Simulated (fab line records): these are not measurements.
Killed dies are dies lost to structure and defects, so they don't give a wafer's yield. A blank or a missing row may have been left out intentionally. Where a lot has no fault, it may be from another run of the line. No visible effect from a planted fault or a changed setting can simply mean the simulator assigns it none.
Which tool was responsible? + flow n5Finfet + 26 wafers from 10 lots sampled at 4 of the route's 1938 steps

## WHAT EACH GAUGE READ, for each wafer
N5_BEOL_M7_OCD_MEAS_38.
| lot  | measured     | on     | trenchDepthNm (nm) |
|------|--------------|--------|--------------------|
| L264 | day 9 03:58  | ocd-02 | 94.0 93.4 93.3     |
| L263 | day 9 09:41  | ocd-01 | 91.8 93.4 91.9     |
| L266 | day 9 13:33  | ocd-01 | 92.3 91.3 93.6     |
| L269 | day 11 11:32 | ocd-02 | 93.7 92.3          |
| L273 | day 12 03:07 | ocd-02 | 94.8 93.1 91.5     |
| L275 | day 12 03:31 | ocd-02 | 94.7 93.3 94.4     |
| L276 | day 12 08:58 | ocd-01 | 91.6 95.9          |
| L280 | day 13 22:14 | ocd-01 | 92.5 90.3 89.5     |
| L283 | day 14 04:18 | ocd-02 | 138.1 95.4         |
| L284 | day 14 11:51 | ocd-02 | 140.1 139.7        |

## WHAT TOOL EACH LOT RAN ON (gives the tool, then ch and the chambers of the sampled wafers, and finally the start)
| lot  | N5_BEOL_M7_ETCH_65                | N5_BEOL_M7_STRIP_36               | N5_BEOL_M7_TRENCH_ETCH_37         |
|------|-----------------------------------|-----------------------------------|-----------------------------------|
| L264 | rieDiel-01 ch 0,1,2, day 9 03:35  | rieDiel-01 ch 0,1,2, day 9 03:46  | rieDiel-01 ch 0,1,2, day 9 03:48  |
| L263 | rieDiel-01 ch 0,1,2, day 9 09:19  | rieDiel-01 ch 0,1,2, day 9 09:29  | rieDiel-01 ch 0,1,2, day 9 09:32  |
| L266 | rieDiel-05 ch 2,3, day 9 13:10    | rieDiel-05 ch 2,3, day 9 13:22    | rieDiel-05 ch 2,3, day 9 13:24    |
| L269 | rieDiel-05 ch 1,2, day 11 11:10   | rieDiel-05 ch 1,2, day 11 11:21   | rieDiel-05 ch 1,2, day 11 11:23   |
| L273 | rieDiel-05 ch 1,2,3, day 12 02:44 | rieDiel-05 ch 1,2,3, day 12 02:55 | rieDiel-05 ch 1,2,3, day 12 02:57 |
| L275 | rieDiel-05 ch 0,1,2, day 12 03:08 | rieDiel-05 ch 0,1,2, day 12 03:19 | rieDiel-05 ch 0,1,2, day 12 03:21 |
| L276 | rieDiel-06 ch 2,3, day 12 08:35   | rieDiel-06 ch 2,3, day 12 08:46   | rieDiel-06 ch 2,3, day 12 08:48   |
| L280 | rieDiel-06 ch 0,2, day 13 21:51   | rieDiel-06 ch 0,2, day 13 22:02   | rieDiel-06 ch 0,2, day 13 22:04   |
| L283 | rieDiel-01 ch 1,2, day 14 03:55   | rieDiel-01 ch 1,2, day 14 04:06   | rieDiel-01 ch 1,2, day 14 04:08   |
| L284 | rieDiel-01 ch 1, day 14 11:28     | rieDiel-01 ch 1, day 14 11:39     | rieDiel-01 ch 1, day 14 11:41     |
- N5_BEOL_M7_ETCH_65: etches SiARC in CF4, target depth 15.6 nm, time 26 s.
- N5_BEOL_M7_STRIP_36: strips in N2/H2.
- N5_BEOL_M7_TRENCH_ETCH_37: etches SiCOH lowk in C4F6/O2, target depth 93.478 nm, time 31.2 s.

## THE ANSWER, worked out from the rows above alone
Rule: the lots themselves supply what counts as usual. The widest of any qualifying gaps counts: lots, ordered by their means at a reading, are off when they make up no more than a third of the lots, leave a main group of 4 or more, and stand apart from it by 3 or more times the standard deviation of that group's means. The tables above print the reading to a certain number of digits; a main group whose means all agree to those digits is not used. A lot without any number at a reading at which 4 lots or more have one is off too. Where the step has rows for the other lots, those lots are counted as sound.
Off: L283, L284 (N5_BEOL_M7_OCD_MEAS_38, trenchDepthNm). Main group: mean 92.9 nm, sd 0.99.
If a tool, at a process step before that reading, ran all the lots that are off and no sound lot after the first of them, it fits. The gauges at N5_BEOL_M7_OCD_MEAS_38 are tried like those tools. Undecided on this evidence; 2 tools fit (rieDiel-01 at N5_BEOL_M7_ETCH_65 and N5_BEOL_M7_STRIP_36 and N5_BEOL_M7_TRENCH_ETCH_37, ocd-02 at N5_BEOL_M7_OCD_MEAS_38).

## WHAT THE SIMULATOR HAD INSERTED
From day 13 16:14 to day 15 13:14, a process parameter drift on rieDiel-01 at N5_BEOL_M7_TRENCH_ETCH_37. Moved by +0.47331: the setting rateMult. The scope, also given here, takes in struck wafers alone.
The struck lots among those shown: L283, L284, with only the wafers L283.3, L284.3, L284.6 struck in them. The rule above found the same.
